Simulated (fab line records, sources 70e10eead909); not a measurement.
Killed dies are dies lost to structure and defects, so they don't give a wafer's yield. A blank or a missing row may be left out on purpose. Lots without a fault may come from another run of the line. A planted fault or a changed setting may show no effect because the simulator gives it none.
Chamber matching | flow nand_harc | NHARC_P_GATE_DESCUM_13 on rie_diel-07: 4 sister chambers
The step chemistry O2, time 3 s. 14 wafers are shown with their chamber, then 7 later ones without.

WAFERS WITH THEIR CHAMBER
wafer  | chamber | showerhead_plenum_p_Torr (Torr) | drypump_motor_current_A (A) | oes_product_au (a.u.)
L204.1 | 0       | 1.84                            | 5.84                        | 0.989
L204.2 | 3       | 1.95                            | 5.55                        | 1.001
L204.6 | 3       | 1.95                            | 5.54                        | 1.001
L205.1 | 2       | 1.95                            | 5.84                        | 0.993
L205.3 | 1       | 1.83                            | 5.88                        | 1.012
L205.6 | 0       | 1.84                            | 5.85                        | 0.994
L213.1 | 3       | 1.95                            | 5.56                        | 0.987
L213.4 | 0       | 1.84                            | 5.85                        | 0.999
L213.5 | 3       | 1.95                            | 5.56                        | 0.982
L215.1 | 2       | 1.95                            | 5.84                        | 0.983
L215.3 | 1       | 1.82                            | 5.86                        | 1.001
L215.5 | 3       | 1.95                            | 5.55                        | 0.999
L216.1 | 3       | 1.95                            | 5.55                        | 0.985
L216.2 | 1       | 1.82                            | 5.87                        | 1.004

SIGNATURES (means of the wafers above)
reading                  | chamber 0 | chamber 1 | chamber 2 | chamber 3 | scatter within a chamber
showerhead_plenum_p_Torr | 1.8400    | 1.8233    | 1.9500    | 1.9500    | 0.00258
drypump_motor_current_A  | 5.8467    | 5.8700    | 5.8400    | 5.5517    | 0.00742
oes_product_au           | 0.99400   | 1.00567   | 0.98800   | 0.99250   | 0.0074
Rule: a wafer's distance from a chamber is the root of the sum, over the readings, of the square of ((its reading less the chamber's mean) divided by the reading's scatter). The wafer belongs to the nearest chamber; if the next one is less than 2 further off, it can't be placed. The scatter: the root of (the sum of the squares of (reading less its chamber's mean) over the shown wafers, divided by (wafers less chambers)).

WAFERS WITHOUT THEIR CHAMBER
wafer  | showerhead_plenum_p_Torr (Torr) | drypump_motor_current_A (A) | oes_product_au (a.u.)
L216.4 | 1.95                            | 5.82                        | 0.991
L218.1 | 1.94                            | 5.55                        | 1.000
L218.3 | 1.82                            | 5.89                        | 1.005
L218.5 | 1.94                            | 5.55                        | 1.004
L219.2 | 1.95                            | 5.84                        | 1.009
L219.4 | 1.82                            | 5.89                        | 1.010
L219.5 | 1.82                            | 5.88                        | 1.012

WHICH CHAMBER EACH WENT THROUGH
wafer  | from the rows above | in truth
L216.4 | 2                   | 2
L218.1 | 3                   | 3
L218.3 | 1                   | 1
L218.5 | 3                   | 3
L219.2 | 2                   | 2
L219.4 | 1                   | 1
L219.5 | 1                   | 1
Placed correctly: 7 of 7. Can't be placed from these rows: 0. Placed wrongly: 0.
